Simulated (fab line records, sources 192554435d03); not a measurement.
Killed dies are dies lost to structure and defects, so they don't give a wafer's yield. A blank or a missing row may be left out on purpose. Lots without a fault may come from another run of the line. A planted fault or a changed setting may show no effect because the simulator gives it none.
Chamber matching | flow n5_finfet | N5_BEOL_M1_ETCH_69 on rie_diel-06: 4 sister chambers
The step etches SiARC in CF4, target depth 15.6 nm, time 26 s. 14 wafers are shown with their chamber, then 7 later ones without.

WAFERS WITH THEIR CHAMBER
wafer  | chamber | etch_rf_on_time_s (s) | showerhead_plenum_p_Torr (Torr) | throttle_valve_pct (%)
L076.1 | 0       | 26.6                  | 2.21                            | 16.16
L076.2 | 2       | 25.5                  | 2.04                            | 15.83
L076.4 | 3       | 27.3                  | 2.09                            | 15.61
L084.1 | 1       | 26.0                  | 2.22                            | 15.92
L084.5 | 3       | 27.0                  | 2.09                            | 15.66
L084.6 | 0       | 26.4                  | 2.20                            | 16.21
L086.1 | 3       | 27.1                  | 2.08                            | 15.68
L086.3 | 1       | 26.0                  | 2.22                            | 15.92
L086.5 | 3       | 27.0                  | 2.08                            | 15.68
L092.2 | 2       | 24.6                  | 2.28                            | 15.37
L092.4 | 3       | 27.1                  | 2.08                            | 15.70
L092.5 | 3       | 26.9                  | 2.08                            | 15.69
L095.1 | 3       | 27.3                  | 2.08                            | 15.70
L095.4 | 0       | 26.2                  | 2.19                            | 15.73

SIGNATURES (means of the wafers above)
reading                  | chamber 0 | chamber 1 | chamber 2 | chamber 3 | scatter within a chamber
etch_rf_on_time_s        | 26.400    | 26.000    | 25.050    | 27.100    | 0.25
showerhead_plenum_p_Torr | 2.2000    | 2.2200    | 2.1600    | 2.0829    | 0.054
throttle_valve_pct       | 16.0333   | 15.9200   | 15.6000   | 15.6743   | 0.158
Rule: a wafer's distance from a chamber is the root of the sum, over the readings, of the square of ((its reading less the chamber's mean) divided by the reading's scatter). The wafer belongs to the nearest chamber; if the next one is less than 2 further off, it can't be placed. The scatter: the root of (the sum of the squares of (reading less its chamber's mean) over the shown wafers, divided by (wafers less chambers)).

WAFERS WITHOUT THEIR CHAMBER
wafer  | etch_rf_on_time_s (s) | showerhead_plenum_p_Torr (Torr) | throttle_valve_pct (%)
L095.6 | 27.1                  | 2.08                            | 15.71
L096.2 | 24.8                  | 2.28                            | 15.40
L096.4 | 27.1                  | 2.08                            | 15.72
L096.5 | 24.8                  | 2.28                            | 15.39
L097.3 | 25.1                  | 2.28                            | 15.39
L097.5 | 25.0                  | 2.28                            | 15.40
L097.6 | 26.5                  | 2.21                            | 15.97

WHICH CHAMBER EACH WENT THROUGH
wafer  | from the rows above     | in truth
L095.6 | 3                       | 3
L096.2 | 2                       | 2
L096.4 | 3                       | 3
L096.5 | 2                       | 2
L097.3 | 2                       | 2
L097.5 | 2                       | 2
L097.6 | can't be placed: 0 or 1 | 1
Placed correctly: 6 of 7. Can't be placed from these rows: 1 (the true chamber is among the candidates in 1). Placed wrongly: 0.
